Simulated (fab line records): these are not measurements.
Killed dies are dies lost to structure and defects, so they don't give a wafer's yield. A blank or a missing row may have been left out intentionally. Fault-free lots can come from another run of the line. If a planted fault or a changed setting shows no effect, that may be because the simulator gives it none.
Lot-split experiment -- flow n5Finfet -- 7 lots, 39 wafers read, on a route of 1938 steps

SPLIT DETAILS
At N5_BEOL_M1_ALD_98 (deposits SiO2, target thk 2.5 nm, pulse time 1 s, co reactant pulse time 1 s), the setting aldCycles was moved away from the recipe's 17 on 15 of the 39 wafers read, by -23.5% to +41.2%. All remaining wafers had this setting at the recipe value.

FROM THE SPLIT TO THE READING: what the file shows between them, 4 steps
- N5_BEOL_M1_ETCHBACK_99: etches SiO2 in CHF3, target depth 5 nm, time 10.4 s
- N5_BEOL_M1_ETCH_70: etches SOC in N2/H2, target depth 80 nm, overetch 16 nm, time 120 s
- N5_BEOL_M1_STRIP_71: strips in N2/H2
- N5_BEOL_M1_STRIP_78: strips in N2/H2

THE READING
BEOL_M1.cdNm (the simulator's own value, which no gauge read), in nm, at N5_BEOL_M1_VIA_ETCH_34 (etches the open film in C4F6/O2, target depth 67.8 nm, time 64.4 s). No usual value for it is given in the file. The 24 wafers here that ran the recipe average 18.1 nm, standard deviation 0.23 nm.

wafer,"tool, chamber at the split",aldCycles as run,against the recipe,"BEOL_M1.cdNm, nm",against lot-mates on the recipe
L077.1,"aldSin-04, 3,2,1,0,3,2",17,recipe,18.2,-
L077.2,"aldSin-04, 3,2,1,0,3,2",17,recipe,17.8,-
L077.4,"aldSin-04, 3,2,1,0,3,2",17,recipe,17.8,-
L077.5,"aldSin-04, 3,2,1,0,3,2",17,recipe,17.8,-
L077.3,"aldSin-04, 3,2,1,0,3,2",17,recipe,17.6,-
L077.6,"aldSin-04, 3,2,1,0,3,2",17,recipe,18,-
L079.1,"aldSin-04, 0,1",17,recipe,18.4,-
L079.2,"aldSin-04, 2",17,recipe,18,-
L079.5,"aldSin-04, 0,1",17,recipe,18,-
L079.3,"aldSin-04, 1,3,2",24,+41.2%,16.2,-1.9
L079.6,"aldSin-04, 1,3,2",24,+41.2%,16.2,-1.9
L079.4,"aldSin-04, 1,3,2",24,+41.2%,16,-2.1
L082.1,"aldSin-04, 3,0,2",13,-23.5%,19.2,+1.0
L082.2,"aldSin-04, 3,0,2",13,-23.5%,19.8,+1.6
L082.3,"aldSin-04, 2,0",17,recipe,18.2,-
L082.4,"aldSin-04, 2,0",17,recipe,18.4,-
L082.5,"aldSin-04, 3",17,recipe,18,-
L082.6,"aldSin-04, 3,0,2",13,-23.5%,19.4,+1.2
L084.1,"aldSin-01, 1,0,2",17,recipe,18.6,-
L084.2,"aldSin-01, 1,0,2",17,recipe,18.2,-
L084.3,"aldSin-01, 1,0,2",17,recipe,18.2,-
L084.4,"aldSin-01, 3,0,1",23,+35.3%,16.6,-1.7
L084.6,"aldSin-01, 3,0,1",23,+35.3%,16.6,-1.7
L084.5,"aldSin-01, 3,0,1",23,+35.3%,16.8,-1.5
L090.1,"aldSin-02, 3",17,recipe,18.4,-
L090.2,"aldSin-02, 0,0,1",21,+23.5%,17,-1.2
L090.6,"aldSin-02, 0,0,1",21,+23.5%,17,-1.2
L090.3,"aldSin-02, 1,2",17,recipe,18,-
L090.4,"aldSin-02, 1,2",17,recipe,18.2,-
L090.5,"aldSin-02, 0,0,1",21,+23.5%,17.2,-1.0
L095.1,"aldSin-02, 1,1,0",22,+29.4%,16.6,-1.3
L095.2,"aldSin-02, 0,2,3",17,recipe,18,-
L095.4,"aldSin-02, 0,2,3",17,recipe,18,-
L095.3,"aldSin-02, 0,2,3",17,recipe,17.8,-
L095.5,"aldSin-02, 1,1,0",22,+29.4%,16.4,-1.5
L095.6,"aldSin-02, 1,1,0",22,+29.4%,16.4,-1.5
L097.2,"aldSin-04, 2,0,1",17,recipe,18,-
L097.4,"aldSin-04, 2,0,1",17,recipe,18,-
L097.6,"aldSin-04, 2,0,1",17,recipe,17.8,-
Rows listing several chambers each stand for several wafers; the file does not say which wafer went through which chamber.

FIT RESULTS
A straight line over all 39 wafers: BEOL_M1.cdNm changes by -0.0482 nm for each +1% of aldCycles; r = -0.96; the points scatter about the line by 0.24 nm.
The same after taking each lot's own level away (the mean of its wafers on the recipe; 39 wafers): -0.0494 nm for each +1%; r = -0.98; scatter 0.16 nm.
On that fit, the largest move of aldCycles shifts the reading by 2 nm.
The span of the lots' own levels, 17.87 to 18.33 nm, comes to 2.0 times the standard deviation stated above.
The two slopes are in agreement: the lot-to-lot level therefore moves the slope only a little.
Check: -2.03 nm against its lot-mates is what the line predicts for one of the wafers moved furthest among these (+41.2%) when that wafer is left out of the fit. Against them it came out at -1.93 nm.

OTHER SPLITS APPLIED TO THESE WAFERS
Before the reading, these wafers also passed through other splits. Each is held against what the fit with the lots' levels taken away leaves over:
other split on the same wafers,wafers away from the commonest value,r with BEOL_M1.cdNm (lot level and that fit taken away)
N5_ZERO_LAYER_DEVELOP_10 developTimeS,18,+0.18
N5_DUMMY_GATE_CVD_03 timeS,30,-0.04
N5_SDB_HM_DEP_00 targetThkA,15,+0.26
N5_HKMG_FIN_ETCH_86 targetDepthA,12,+0.02

THE WHOLE CHAIN: every reading that the file lists as answering this split, in the file's order
step,what it does,reading,change (the file's fit),r (the file's)
N5_BEOL_M1_ALD_98,"deposits SiO2, target thk 2.5 nm, pulse time 1 s, co reactant pulse time 1 s","SiO2_of_BEOL_M1_ALD_98.thkNm (the simulator's own value, which no gauge read)",+0.0243 nm for each +1% of the setting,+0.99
N5_BEOL_M1_VIA_ETCH_34,"etches the open film in C4F6/O2, target depth 67.8 nm, time 64.4 s","BEOL_M1.cdNm (the simulator's own value, which no gauge read)",-0.049 nm for each +1% of the setting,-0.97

FILE'S OWN FIT
BEOL_M1.cdNm changes by -0.049 nm for each +1% of aldCycles, r = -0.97.
